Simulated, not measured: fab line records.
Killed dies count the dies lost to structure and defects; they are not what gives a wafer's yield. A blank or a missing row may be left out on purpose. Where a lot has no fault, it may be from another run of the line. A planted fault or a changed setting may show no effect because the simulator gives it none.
What tool caused it? + flow nand-harc + 36 wafers from 12 lots sampled at 4 of the route's 1159 steps

WHAT THE GAUGES READ, wafer by wafer
NHARC_A_BLC_INSPECT_12.
| lot  | measured     | on                | raw-defect-count |
|------|--------------|-------------------|------------------|
| L076 | day 18 06:32 | defect-inspect-02 | 20 22 13         |
| L078 | day 18 09:36 | defect-inspect-01 | 29 24 25         |
| L079 | day 18 12:42 | defect-inspect-01 | 40 50 43         |
| L080 | day 19 12:17 | defect-inspect-01 | 28 23 25         |
| L082 | day 19 22:39 | defect-inspect-02 | 33 34 33         |
| L087 | day 21 03:09 | defect-inspect-02 | 9 11 10          |
| L086 | day 21 14:35 | defect-inspect-02 | 51 45 46         |
| L085 | day 22 04:05 | defect-inspect-02 | 42 30 31         |
| L090 | day 22 05:34 | defect-inspect-02 | 30 43 24         |
| L092 | day 22 06:23 | defect-inspect-02 | 34 34 29         |
| L095 | day 22 17:31 | defect-inspect-02 | 21 18 19         |
| L096 | day 22 21:16 | defect-inspect-02 | 43 42 39         |

EACH LOT AND THE TOOL THAT RAN IT (in order: tool; ch and the chambers of the sampled wafers; start)
| lot  | NHARC_A_CONTACT_ETCH_91            | NHARC_A_CONTACT_DEP_85          | NHARC_A_CONTACT_ETCH_88            |
|------|------------------------------------|---------------------------------|------------------------------------|
| L076 | rie-diel-13 ch 0,1,2, day 17 02:44 | pecvd-04 ch 0,2, day 17 06:21   | rie-diel-13 ch 0,2,3, day 17 07:26 |
| L078 | rie-diel-01 ch 1,2, day 17 11:44   | pecvd-04 ch 0,1,2, day 17 14:29 | rie-diel-05 ch 2,3, day 17 15:16   |
| L079 | rie-diel-13 ch 0,2,3, day 17 16:28 | pecvd-04 ch 0,1,2, day 17 20:13 | rie-diel-01 ch 0,2,3, day 17 21:12 |
| L080 | rie-diel-05 ch 1,3, day 18 21:08   | pecvd-04 ch 0,2, day 19 00:05   | rie-diel-05 ch 1,2, day 19 01:01   |
| L082 | rie-diel-01 ch 0,1,3, day 19 10:10 | pecvd-04 ch 0,2, day 19 12:41   | rie-diel-13 ch 1,3, day 19 13:55   |
| L087 | rie-diel-05 ch 1,2, day 20 13:44   | pecvd-04 ch 0,2, day 20 19:01   | rie-diel-01 ch 1,2,3, day 20 19:55 |
| L086 | rie-diel-05 ch 1,3, day 20 21:47   | pecvd-04 ch 0,1, day 21 08:19   | rie-diel-05 ch 0,3, day 21 09:19   |
| L085 | rie-diel-01 ch 0,3, day 21 01:53   | pecvd-04 ch 1,2, day 21 13:04   | rie-diel-13 ch 0,1, day 21 14:05   |
| L090 | rie-diel-13 ch 0,1, day 21 15:04   | pecvd-01 ch 0,1,2, day 21 18:00 | rie-diel-05 ch 1,2,3, day 21 19:07 |
| L092 | rie-diel-05 ch 1,2,3, day 21 19:27 | pecvd-01 ch 0,2, day 21 23:17   | rie-diel-05 ch 0,2, day 22 00:17   |
| L095 | rie-diel-01 ch 1,2,3, day 22 08:35 | pecvd-04 ch 0,1,2, day 22 11:01 | rie-diel-05 ch 0,1,3, day 22 12:01 |
| L096 | rie-diel-01 ch 2,3, day 22 12:43   | pecvd-01 ch 0,2, day 22 15:14   | rie-diel-13 ch 0,2,3, day 22 16:04 |
- NHARC_A_CONTACT_ETCH_91: etches the open film in CH3F/O2, target depth 40 nm, time 85.7 s.
- NHARC_A_CONTACT_DEP_85: deposits SiON, target thk 50 nm.
- NHARC_A_CONTACT_ETCH_88: etches the open film in CF4, target depth 39 nm, time 65 s.

THE ANSWER, worked out from the rows above alone
Rule: the usual values come from the lots themselves. The widest of any qualifying gaps counts: lots, ordered by their means at a reading, are off when they make up no more than a third of the lots, leave a main group of 4 or more, and stand apart from it by 3 or more times the standard deviation of that group's means. A main group is skipped when, at the precision printed for the reading in the tables above, its means are all equal. Also off: a lot with no number at a reading for which 4 or more lots have one. Where the step has rows for the other lots, those lots are counted as sound.
No lot is off on any of the readings shown, so nothing can be concluded from this.

WHAT THE SIMULATOR HAD INSERTED
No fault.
